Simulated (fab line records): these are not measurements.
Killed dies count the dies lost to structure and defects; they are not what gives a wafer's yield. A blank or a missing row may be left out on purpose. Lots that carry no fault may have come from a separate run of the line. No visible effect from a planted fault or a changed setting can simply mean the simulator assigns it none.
A struck lot beside a sound one / flow nand harc / 15 out of 1302 route steps
Sound: these wafers, L713.1, L713.4, L713.6. The struck wafers were L729.1, L729.2, L729.3. Last of all comes the cause.
Each step with rows lists, per side, the tool, then ch with its chambers, then its first start. Under that, the readings that differ: sound wafers / struck wafers / difference of the means / sigmas: that difference in standard deviations of wafers without a fault.
alike: readings whose means differ by less than 2 such deviations, and words and numbers that are the same on both sides. not compared: withheld readings, readings that some wafer has no value for, bounds like >300 that may hide the same value, and numbers for which the record gives no deviation and whose values overlap.
A row with sigmas, a row that says differs or no value, or rows on one side alone: a step with any of these is where the two part. When numbers do not overlap yet have no deviation, they are printed without sigmas and do not part them. A reading that every wafer of one side lacks parts them only if that side has two wafers or more.

NHARC_A_ZERO_WELL_DESCUM_12: chemistry O2, time 3 s.
  sound on rie diel-06 ch 2,3, day 6 21:12; struck on rie diel-06 ch 0,2,3, day 13 09:40
  alike: chamber pressure mTorr, drypump motor current A, oes product au, rf vpp V, showerhead plenum p Torr, throttle valve pct
  not compared: rf hours counter h
NHARC_A_ZERO_WELL_ETCH_19: etches the open film in N2/H2, target depth 80 nm, overetch 24 nm, time 87.88 s.
  sound on rie diel-06 ch 0,1, day 6 21:17; struck on rie diel-06 ch 0,1,2, day 13 09:44
reading=chamber pressure mTorr (mTorr); sound=30.034 30.067 30.073; struck=29.969 30.013 29.967; difference=-0.075; sigmas=-3
  alike: drypump motor current A, oes product au, rf vpp V, showerhead plenum p Torr, throttle valve pct
  not compared: rf hours counter h
NHARC_A_ZERO_WELL_ETCH_13: etches the open film in HBr/Cl2, target depth 120 nm, time 40.1 s.
  sound on rie si-06 ch 0,3, day 6 21:24; struck on rie si-01 ch 1,2,3, day 13 09:53
  alike: chamber pressure mTorr, drypump motor current A, oes product au, throttle valve pct
  not compared: rf hours counter h
then, 4 steps without rows for these wafers: NHARC_A_ZERO_WELL_STRIP_14 (strips in SPM, time 900 s); NHARC_A_ZERO_WELL_IMPLANT_15; NHARC_A_ZERO_WELL_PRECLEAN_22 (cleans in SC1, time 60 s); NHARC_A_ZERO_WELL_SRD_23.
NHARC_A_ZERO_WELL_RTA_16: time 10 s.
  sound on rtp anneal-02 ch 0, day 6 22:19; struck on rtp anneal-01 ch 0, day 13 10:46
reading=lamp power pct (%); sound=32.6 32.5 32.5; struck=31.2 31.2 31.1; difference=-1.4; sigmas=-3
reading=lamp_zone_5_pct (%); sound=32.5 32.5 32.5; struck=31.1 31.2 31.2; difference=-1.3; sigmas=-2
reading=lamp_zone_6_pct (%); sound=32.4 32.5 32.4; struck=31.1 31.1 31.1; difference=-1.3; sigmas=-3
  alike: wafer_temp_C_max
NHARC_A_ZERO_WELL_INSPECT_17:
  sound on defect inspect-02 at day 6 22:31; struck on defect inspect-02 at day 13 10:58
reading=raw defect count; sound=23 21 23; struck=8 3 8; difference=-16; sigmas=-2
then, 2 steps without rows for these wafers: NHARC_A_SOURCE_PLATE_PRECLEAN_00 (cleans in HF-LAST, time 60 s); NHARC_A_SOURCE_PLATE_SRD_01.
NHARC_A_SOURCE_PLATE_OXIDE_02: material SiO2, target thk 10 nm, ox time 1362 s.
  sound on furnace-01 ch 0, day 7 01:46; struck on furnace-02 ch 0, day 13 18:11
  alike: spike tc centre C, spike tc lower C, zone power bottom pct, zone power top pct
NHARC_A_SOURCE_PLATE_THK_MEAS_09: measures by ellipsometry.
  sound on film metro-01 at day 7 05:48; struck on film metro-02 at day 13 22:34
reading=thk nm (nm); sound=11.9 9.1 9.6; struck=15.6 16.1 16.6; difference=+5.9; sigmas=+6
then, 1 step without rows for these wafers: NHARC_A_SOURCE_PLATE_PVD_04 (deposits WSi2, target thk 50 nm).
-- the record jumps here: 17 days lie between the struck wafers' starts before and after (it left off in module A_SOURCE_PLATE and takes up again in module END, whose first step shown is number 1302 of the route) --
NHARC_END_SORT_01:
  sound on prober-02 ch 0, day 24 03:50; struck on prober-02 ch 0, day 31 04:08
  alike: killed at array, killed at other, killed at periphery, killed dies, killed open, killed short

== WHERE THEY PART ==
At NHARC_A_ZERO_WELL_ETCH_19 first; at NHARC_A_SOURCE_PLATE_THK_MEAS_09 last (within this record only). Later steps at which nothing parts them and some readings are alike: NHARC_END_SORT_01.

WHY: what the simulator had put in
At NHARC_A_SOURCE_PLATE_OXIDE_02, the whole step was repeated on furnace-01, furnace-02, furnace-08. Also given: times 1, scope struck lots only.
